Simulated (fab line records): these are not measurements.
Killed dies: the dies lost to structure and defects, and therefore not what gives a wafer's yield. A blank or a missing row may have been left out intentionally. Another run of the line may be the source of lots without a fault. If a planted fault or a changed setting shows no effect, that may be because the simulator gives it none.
Matching of chambers | flow n5 finfet | 4 sister chambers for N5_ZERO_LAYER_ETCH_17 on rie diel-03
The step etches SiO2 in CF4, target depth 12 nm, time 13.3 s. 4 wafers are shown with their chamber, then 8 later ones without.

== WAFERS PAIRED WITH THEIR CHAMBERS ==
wafer  | chamber | drypump motor current A (A)
L079.1 | 1       | 6.1
L085.3 | 0       | 5.5
L085.6 | 2       | 5.0
L089.2 | 3       | 5.3

== WAFERS WITH NO CHAMBER GIVEN ==
wafer  | drypump motor current A (A)
L089.4 | 5.6
L089.5 | 6.1
L091.1 | 5.3
L091.3 | 5.0
L091.4 | 6.1
L095.1 | 5.3
L095.4 | 5.0
L095.6 | 5.5

== CHAMBER TAKEN BY EACH ==
wafer  | from the rows above | in truth
L089.4 | 0                   | 0
L089.5 | 1                   | 1
L091.1 | 3                   | 3
L091.3 | 2                   | 2
L091.4 | 1                   | 1
L095.1 | 3                   | 3
L095.4 | 2                   | 2
L095.6 | 0                   | 0
Placed correctly: 8 of 8. Not placeable from these rows: 0. Placed wrongly: 0.
How it was worked out, from the rows above alone: a wafer's distance from a chamber is the root of the sum, over the readings, of the square of ((its reading less the chamber's mean) divided by the reading's scatter). If the next closest chamber is less than 2 further off than the closest, the wafer can't be placed; otherwise it belongs to the closest. For every chamber, the mean is computed from those of its wafers that are shown. The scatter: with one shown wafer a chamber, the root of the mean of the squares of how far each hidden wafer lies from its nearest shown one.
